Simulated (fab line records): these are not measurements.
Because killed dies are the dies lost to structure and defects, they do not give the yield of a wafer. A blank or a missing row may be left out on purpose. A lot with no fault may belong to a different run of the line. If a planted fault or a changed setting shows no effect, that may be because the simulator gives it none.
What tool caused it? || flow n5 finfet || 11 lots, 33 wafers sampled, at 5 steps of a route of 1938

## WHAT THE GAUGES SHOWED, per wafer
The record lacks any reading of a measuring or inspecting step that a usual standard deviation could be used to judge.

## WHAT TOOL EACH LOT RAN ON (gives the tool, then ch and the chambers of the sampled wafers, and finally the start)
{"lot": "L561", "N5_BEOL_M10_DESCUM_33": "rie diel-01 ch 0,1,2, day 10 11:08", "N5_BEOL_M10_DEGAS_44": "pvd sputter-01, day 10 12:14", "N5_BEOL_M10_CVD_75": "cvd co-02 ch 0,1, day 10 12:45", "N5_BEOL_M10_CMP_52": "cmp-01 ch 0,2, day 10 13:36", "N5_PASSIVATION_PROBE_49": "prober-01, day 12 14:50"}
{"lot": "L563", "N5_BEOL_M10_DESCUM_33": "rie diel-03 ch 2,3, day 10 20:32", "N5_BEOL_M10_DEGAS_44": "pvd sputter-02, day 10 23:11", "N5_BEOL_M10_CVD_75": "cvd co-02 ch 0,1,2, day 10 23:40", "N5_BEOL_M10_CMP_52": "cmp-04 ch 2,3, day 11 00:24", "N5_PASSIVATION_PROBE_49": "prober-01, day 13 13:25"}
{"lot": "L564", "N5_BEOL_M10_DESCUM_33": "rie diel-05 ch 0,3, day 10 22:44", "N5_BEOL_M10_DEGAS_44": "pvd sputter-01, day 10 23:53", "N5_BEOL_M10_CVD_75": "cvd co-02 ch 1,2, day 11 00:42", "N5_BEOL_M10_CMP_52": "cmp-02 ch 2,3, day 11 01:59", "N5_PASSIVATION_PROBE_49": "prober-02, day 13 16:38"}
{"lot": "L565", "N5_BEOL_M10_DESCUM_33": "rie diel-01 ch 0,2,3, day 11 16:59", "N5_BEOL_M10_DEGAS_44": "pvd sputter-01, day 11 18:26", "N5_BEOL_M10_CVD_75": "cvd co-02 ch 0,1, day 11 19:11", "N5_BEOL_M10_CMP_52": "cmp-02 ch 0,1,3, day 11 20:35", "N5_PASSIVATION_PROBE_49": "prober-02, day 13 19:22"}
{"lot": "L566", "N5_BEOL_M10_DESCUM_33": "rie diel-03 ch 0,2, day 11 23:12", "N5_BEOL_M10_DEGAS_44": "pvd sputter-03, day 12 00:26", "N5_BEOL_M10_CVD_75": "cvd co-02 ch 0,1,2, day 12 01:10", "N5_BEOL_M10_CMP_52": "cmp-04 ch 2,3, day 12 02:01", "N5_PASSIVATION_PROBE_49": "prober-01, day 14 07:08"}
{"lot": "L567", "N5_BEOL_M10_DESCUM_33": "rie diel-03 ch 1,2,3, day 12 08:11", "N5_BEOL_M10_DEGAS_44": "pvd sputter-03, day 12 09:28", "N5_BEOL_M10_CVD_75": "cvd co-01 ch 0,1, day 12 10:02", "N5_BEOL_M10_CMP_52": "cmp-04 ch 0,2,3, day 12 11:07", "N5_PASSIVATION_PROBE_49": "prober-01, day 14 07:57"}
{"lot": "L569", "N5_BEOL_M10_DESCUM_33": "rie diel-03 ch 0,1,2, day 12 12:17", "N5_BEOL_M10_DEGAS_44": "pvd sputter-01, day 12 13:27", "N5_BEOL_M10_CVD_75": "cvd co-01 ch 0,1,2, day 12 14:19", "N5_BEOL_M10_CMP_52": "cmp-01 ch 0,2,3, day 12 15:16", "N5_PASSIVATION_PROBE_49": "prober-01, day 14 08:40"}
{"lot": "L578", "N5_BEOL_M10_DESCUM_33": "rie diel-03 ch 0,1,2, day 15 06:45", "N5_BEOL_M10_DEGAS_44": "pvd sputter-03, day 15 08:01", "N5_BEOL_M10_CVD_75": "cvd co-02 ch 0,2, day 15 08:31", "N5_BEOL_M10_CMP_52": "cmp-01 ch 2,3, day 15 09:14", "N5_PASSIVATION_PROBE_49": "prober-01, day 17 14:02"}
{"lot": "L577", "N5_BEOL_M10_DESCUM_33": "rie diel-01 ch 0,2,3, day 15 07:00", "N5_BEOL_M10_DEGAS_44": "pvd sputter-03, day 15 08:06", "N5_BEOL_M10_CVD_75": "cvd co-01 ch 0,2, day 15 08:46", "N5_BEOL_M10_CMP_52": "cmp-01 ch 1,2, day 15 09:35", "N5_PASSIVATION_PROBE_49": "prober-02, day 17 13:39"}
{"lot": "L579", "N5_BEOL_M10_DESCUM_33": "rie diel-03 ch 0,1,2, day 15 13:28", "N5_BEOL_M10_DEGAS_44": "pvd sputter-02, day 15 15:28", "N5_BEOL_M10_CVD_75": "cvd co-02 ch 0,1, day 15 15:58", "N5_BEOL_M10_CMP_52": "cmp-04 ch 1,2, day 15 16:38", "N5_PASSIVATION_PROBE_49": "prober-02, day 17 19:07"}
{"lot": "L580", "N5_BEOL_M10_DESCUM_33": "rie diel-05 ch 0,1,2, day 16 05:20", "N5_BEOL_M10_DEGAS_44": "pvd sputter-02, day 16 06:41", "N5_BEOL_M10_CVD_75": "cvd co-01 ch 0,1, day 16 07:32", "N5_BEOL_M10_CMP_52": "cmp-04 ch 0,2, day 16 09:05", "N5_PASSIVATION_PROBE_49": "prober-02, day 18 03:32"}
- N5_BEOL_M10_DESCUM_33: chemistry O2, time 7.9 s.
- N5_BEOL_M10_DEGAS_44: time 60 s.
- N5_BEOL_M10_CVD_75: deposits Co from CCTBA/H2, target thk 2 nm, time 138.9 s.
- N5_BEOL_M10_CMP_52: polishes, stops on SiCOH lowk, t overpolish 7 s, target thk 140 nm.
- N5_PASSIVATION_PROBE_49

## WHAT THE TOOLS THEMSELVES READ (means of the sampled wafers that have a number; where no wafer has one, the mark that the record gives instead)
N5_BEOL_M10_DESCUM_33.
{"lot": "L561", "tool": "rie diel-01", "bias power w (W)": 20.01, "drypump motor current A (A)": 5.6, "oes product au (a.u.)": 0.84, "rf vpp V (V)": 244.2, "showerhead plenum p Torr (Torr)": 2.19, "throttle valve pct (%)": 20.68}
{"lot": "L563", "tool": "rie diel-03", "bias power w (W)": 20.01, "drypump motor current A (A)": 5.6, "oes product au (a.u.)": 0.81, "rf vpp V (V)": 245.3, "showerhead plenum p Torr (Torr)": 2.21, "throttle valve pct (%)": 20.36}
{"lot": "L564", "tool": "rie diel-05", "bias power w (W)": 19.97, "drypump motor current A (A)": 5.2, "oes product au (a.u.)": 0.85, "rf vpp V (V)": 243.4, "showerhead plenum p Torr (Torr)": 2.11, "throttle valve pct (%)": 20.14}
{"lot": "L565", "tool": "rie diel-01", "bias power w (W)": 20.03, "drypump motor current A (A)": 5.8, "oes product au (a.u.)": 0.85, "rf vpp V (V)": 243.8, "showerhead plenum p Torr (Torr)": 2.17, "throttle valve pct (%)": 20.51}
{"lot": "L566", "tool": "rie diel-03", "bias power w (W)": 19.96, "drypump motor current A (A)": 5.7, "oes product au (a.u.)": 0.75, "rf vpp V (V)": 242.4, "showerhead plenum p Torr (Torr)": 2.05, "throttle valve pct (%)": 20.67}
{"lot": "L567", "tool": "rie diel-03", "bias power w (W)": 20.03, "drypump motor current A (A)": 5.5, "oes product au (a.u.)": 0.83, "rf vpp V (V)": 244.9, "showerhead plenum p Torr (Torr)": 2.20, "throttle valve pct (%)": 20.27}
{"lot": "L569", "tool": "rie diel-03", "bias power w (W)": 20.01, "drypump motor current A (A)": 5.5, "oes product au (a.u.)": 0.81, "rf vpp V (V)": 243.1, "showerhead plenum p Torr (Torr)": 2.13, "throttle valve pct (%)": 20.43}
{"lot": "L578", "tool": "rie diel-03", "bias power w (W)": 20.01, "drypump motor current A (A)": 5.5, "oes product au (a.u.)": 0.78, "rf vpp V (V)": 243.8, "showerhead plenum p Torr (Torr)": 2.12, "throttle valve pct (%)": 20.48}
{"lot": "L577", "tool": "rie diel-01", "bias power w (W)": 20.02, "drypump motor current A (A)": 5.7, "oes product au (a.u.)": 0.80, "rf vpp V (V)": 244.1, "showerhead plenum p Torr (Torr)": 2.16, "throttle valve pct (%)": 20.55}
{"lot": "L579", "tool": "rie diel-03", "bias power w (W)": 20.07, "drypump motor current A (A)": 5.5, "oes product au (a.u.)": 0.78, "rf vpp V (V)": 243.9, "showerhead plenum p Torr (Torr)": 2.12, "throttle valve pct (%)": 20.48}
{"lot": "L580", "tool": "rie diel-05", "bias power w (W)": 20.03, "drypump motor current A (A)": 5.3, "oes product au (a.u.)": 0.83, "rf vpp V (V)": 243.1, "showerhead plenum p Torr (Torr)": 2.07, "throttle valve pct (%)": 20.49}

N5_BEOL_M10_DEGAS_44.
{"lot": "L561", "tool": "pvd sputter-01", "heater power w (W)": 315}
{"lot": "L563", "tool": "pvd sputter-02", "heater power w (W)": 316}
{"lot": "L564", "tool": "pvd sputter-01", "heater power w (W)": 326}
{"lot": "L565", "tool": "pvd sputter-01", "heater power w (W)": 342}
{"lot": "L566", "tool": "pvd sputter-03", "heater power w (W)": 297}
{"lot": "L567", "tool": "pvd sputter-03", "heater power w (W)": 296}
{"lot": "L569", "tool": "pvd sputter-01", "heater power w (W)": 325}
{"lot": "L578", "tool": "pvd sputter-03", "heater power w (W)": 325}
{"lot": "L577", "tool": "pvd sputter-03", "heater power w (W)": 315}
{"lot": "L579", "tool": "pvd sputter-02", "heater power w (W)": 320}
{"lot": "L580", "tool": "pvd sputter-02", "heater power w (W)": 336}

N5_BEOL_M10_CVD_75.
{"lot": "L561", "tool": "cvd co-02", "run length s (s)": 162.2}
{"lot": "L563", "tool": "cvd co-02", "run length s (s)": 161.6}
{"lot": "L564", "tool": "cvd co-02", "run length s (s)": 161.6}
{"lot": "L565", "tool": "cvd co-02", "run length s (s)": 241.4}
{"lot": "L566", "tool": "cvd co-02", "run length s (s)": 201.5}
{"lot": "L567", "tool": "cvd co-01", "run length s (s)": 162.2}
{"lot": "L569", "tool": "cvd co-01", "run length s (s)": 162.2}
{"lot": "L578", "tool": "cvd co-02", "run length s (s)": 162.3}
{"lot": "L577", "tool": "cvd co-01", "run length s (s)": 162.1}
{"lot": "L579", "tool": "cvd co-02", "run length s (s)": 161.5}
{"lot": "L580", "tool": "cvd co-01", "run length s (s)": 162.3}

N5_BEOL_M10_CMP_52.
{"lot": "L561", "tool": "cmp-01", "barrier field endpoint s (s)": 27.7, "motor current A (A)": 5.8, "overpolish run s (s)": 6.996, "time to endpoint s (s)": 57}
{"lot": "L563", "tool": "cmp-04", "barrier field endpoint s (s)": 30.8, "motor current A (A)": 5.9, "overpolish run s (s)": 7.004, "time to endpoint s (s)": 73}
{"lot": "L564", "tool": "cmp-02", "barrier field endpoint s (s)": 28.2, "motor current A (A)": 5.8, "overpolish run s (s)": 7.001, "time to endpoint s (s)": 65}
{"lot": "L565", "tool": "cmp-02", "barrier field endpoint s (s)": 29.1, "motor current A (A)": 5.9, "overpolish run s (s)": 7.001, "time to endpoint s (s)": 66}
{"lot": "L566", "tool": "cmp-04", "barrier field endpoint s (s)": 29.3, "motor current A (A)": 6.4, "overpolish run s (s)": 6.985, "time to endpoint s (s)": 72}
{"lot": "L567", "tool": "cmp-04", "barrier field endpoint s (s)": 28.3, "motor current A (A)": 6.0, "overpolish run s (s)": 6.993, "time to endpoint s (s)": 70}
{"lot": "L569", "tool": "cmp-01", "barrier field endpoint s (s)": 29.1, "motor current A (A)": 5.8, "overpolish run s (s)": 6.994, "time to endpoint s (s)": 70}
{"lot": "L578", "tool": "cmp-01", "barrier field endpoint s (s)": 29.2, "motor current A (A)": 6.0, "overpolish run s (s)": 7.003, "time to endpoint s (s)": 67}
{"lot": "L577", "tool": "cmp-01", "barrier field endpoint s (s)": 28.9, "motor current A (A)": 5.4, "overpolish run s (s)": 7.004, "time to endpoint s (s)": 65}
{"lot": "L579", "tool": "cmp-04", "barrier field endpoint s (s)": 30.3, "motor current A (A)": 6.8, "overpolish run s (s)": 7.002, "time to endpoint s (s)": 73}
{"lot": "L580", "tool": "cmp-04", "barrier field endpoint s (s)": 30.1, "motor current A (A)": 5.9, "overpolish run s (s)": 6.993, "time to endpoint s (s)": 70}

N5_PASSIVATION_PROBE_49.
{"lot": "L561", "tool": "prober-01", "defect limited yield (%)": 91.2, "killed_at_M0_to_M3": 37, "killed_at_M4_up": 15, "killed at contacts": 9, "killed at front end": 37, "killed at other": 5, "killed dies": 104, "killed open": 69, "killed short": 29, "sort_bin_4_leakage (%)": 0.0, "sort_bin_5_function (%)": 5.1, "sort_bin_6_memory (%)": 3.0, "sort n pass": 1076, "sort yield pct (%)": 91.2}
{"lot": "L563", "tool": "prober-01", "defect limited yield (%)": 90.4, "killed_at_M0_to_M3": 45, "killed_at_M4_up": 10, "killed at contacts": 10, "killed at front end": 46, "killed at other": 2, "killed dies": 114, "killed open": 75, "killed short": 35, "sort_bin_4_leakage (%)": 0.0, "sort_bin_5_function (%)": 5.9, "sort_bin_6_memory (%)": 3.3, "sort n pass": 1066, "sort yield pct (%)": 90.4}
{"lot": "L564", "tool": "prober-02", "defect limited yield (%)": 91.1, "killed_at_M0_to_M3": 37, "killed_at_M4_up": 15, "killed at contacts": 16, "killed at front end": 34, "killed at other": 3, "killed dies": 105, "killed open": 70, "killed short": 33, "sort_bin_4_leakage (%)": 0.1, "sort_bin_5_function (%)": 5.5, "sort_bin_6_memory (%)": 3.2, "sort n pass": 1074, "sort yield pct (%)": 91.0}
{"lot": "L565", "tool": "prober-02", "defect limited yield (%)": 90.4, "killed_at_M0_to_M3": 20, "killed_at_M4_up": 15, "killed at contacts": 12, "killed at front end": 61, "killed at other": 4, "killed dies": 113, "killed open": 67, "killed short": 38, "sort_bin_4_leakage (%)": 0.0, "sort_bin_5_function (%)": 5.4, "sort_bin_6_memory (%)": 3.4, "sort n pass": 1067, "sort yield pct (%)": 90.4}
{"lot": "L566", "tool": "prober-01", "defect limited yield (%)": 88.7, "killed_at_M0_to_M3": 41, "killed_at_M4_up": 19, "killed at contacts": 9, "killed at front end": 59, "killed at other": 4, "killed dies": 133, "killed open": 86, "killed short": 44, "sort_bin_4_leakage (%)": 0.3, "sort_bin_5_function (%)": 6.4, "sort_bin_6_memory (%)": 4.2, "sort n pass": 1043, "sort yield pct (%)": 88.4}
{"lot": "L567", "tool": "prober-01", "defect limited yield (%)": 91.0, "killed_at_M0_to_M3": 49, "killed_at_M4_up": 13, "killed at contacts": 10, "killed at front end": 25, "killed at other": 10, "killed dies": 106, "killed open": 69, "killed short": 31, "sort_bin_4_leakage (%)": 0.0, "sort_bin_5_function (%)": 5.1, "sort_bin_6_memory (%)": 3.6, "sort n pass": 1074, "sort yield pct (%)": 91.0}
{"lot": "L569", "tool": "prober-01", "defect limited yield (%)": 89.9, "killed_at_M0_to_M3": 36, "killed_at_M4_up": 21, "killed at contacts": 10, "killed at front end": 50, "killed at other": 1, "killed dies": 119, "killed open": 84, "killed short": 31, "sort_bin_4_leakage (%)": 0.0, "sort_bin_5_function (%)": 6.1, "sort_bin_6_memory (%)": 3.7, "sort n pass": 1061, "sort yield pct (%)": 89.9}
{"lot": "L578", "tool": "prober-01", "defect limited yield (%)": 91.6, "killed_at_M0_to_M3": 25, "killed_at_M4_up": 13, "killed at contacts": 8, "killed at front end": 48, "killed at other": 6, "killed dies": 99, "killed open": 57, "killed short": 40, "sort_bin_4_leakage (%)": 0.0, "sort_bin_5_function (%)": 4.9, "sort_bin_6_memory (%)": 3.0, "sort n pass": 1081, "sort yield pct (%)": 91.6}
{"lot": "L577", "tool": "prober-02", "defect limited yield (%)": 92.0, "killed_at_M0_to_M3": 37, "killed_at_M4_up": 10, "killed at contacts": 9, "killed at front end": 32, "killed at other": 6, "killed dies": 95, "killed open": 61, "killed short": 32, "sort_bin_4_leakage (%)": 0.0, "sort_bin_5_function (%)": 4.4, "sort_bin_6_memory (%)": 3.6, "sort n pass": 1085, "sort yield pct (%)": 91.9}
{"lot": "L579", "tool": "prober-02", "defect limited yield (%)": 90.8, "killed_at_M0_to_M3": 37, "killed_at_M4_up": 11, "killed at contacts": 10, "killed at front end": 46, "killed at other": 5, "killed dies": 109, "killed open": 70, "killed short": 38, "sort_bin_4_leakage (%)": 0.0, "sort_bin_5_function (%)": 5.8, "sort_bin_6_memory (%)": 2.9, "sort n pass": 1071, "sort yield pct (%)": 90.8}
{"lot": "L580", "tool": "prober-02", "defect limited yield (%)": 90.4, "killed_at_M0_to_M3": 33, "killed_at_M4_up": 13, "killed at contacts": 19, "killed at front end": 45, "killed at other": 3, "killed dies": 113, "killed open": 68, "killed short": 41, "sort_bin_4_leakage (%)": 0.0, "sort_bin_5_function (%)": 5.3, "sort_bin_6_memory (%)": 3.6, "sort n pass": 1067, "sort yield pct (%)": 90.4}

## THE ANSWER, worked out from the rows above alone
Rule: usual is defined by the lots themselves. Put in order of their means at a reading, lots are off if they are a third of the lots or fewer, leave a main group of 4 or more, and stand apart from it by a gap of 3 or more times the standard deviation of the main group's means; of several such gaps the widest counts. If all means in a main group match to the digits the tables above print for the reading, that group is not used. Also off: a lot with no number at a reading for which 4 or more lots have one. All remaining lots with rows at the step are treated as sound. Order of review: gauges by route order, followed by the tools' own readings, for which a lot's mean as printed above is used. The first step at which some lot is off is used, and at that step the reading that is off furthest; a lot without a number counts as furthest.
Off at N5_BEOL_M10_CVD_75 (run length s): L565, L566. Mean 162.0 s and standard deviation 0.31 in the main group.
A tool fits if, at that step or a process step before it, it ran every lot that is off, and no sound lot after the first of them. Not one of the candidates tried fits.

## WHAT THE SIMULATOR PUT IN
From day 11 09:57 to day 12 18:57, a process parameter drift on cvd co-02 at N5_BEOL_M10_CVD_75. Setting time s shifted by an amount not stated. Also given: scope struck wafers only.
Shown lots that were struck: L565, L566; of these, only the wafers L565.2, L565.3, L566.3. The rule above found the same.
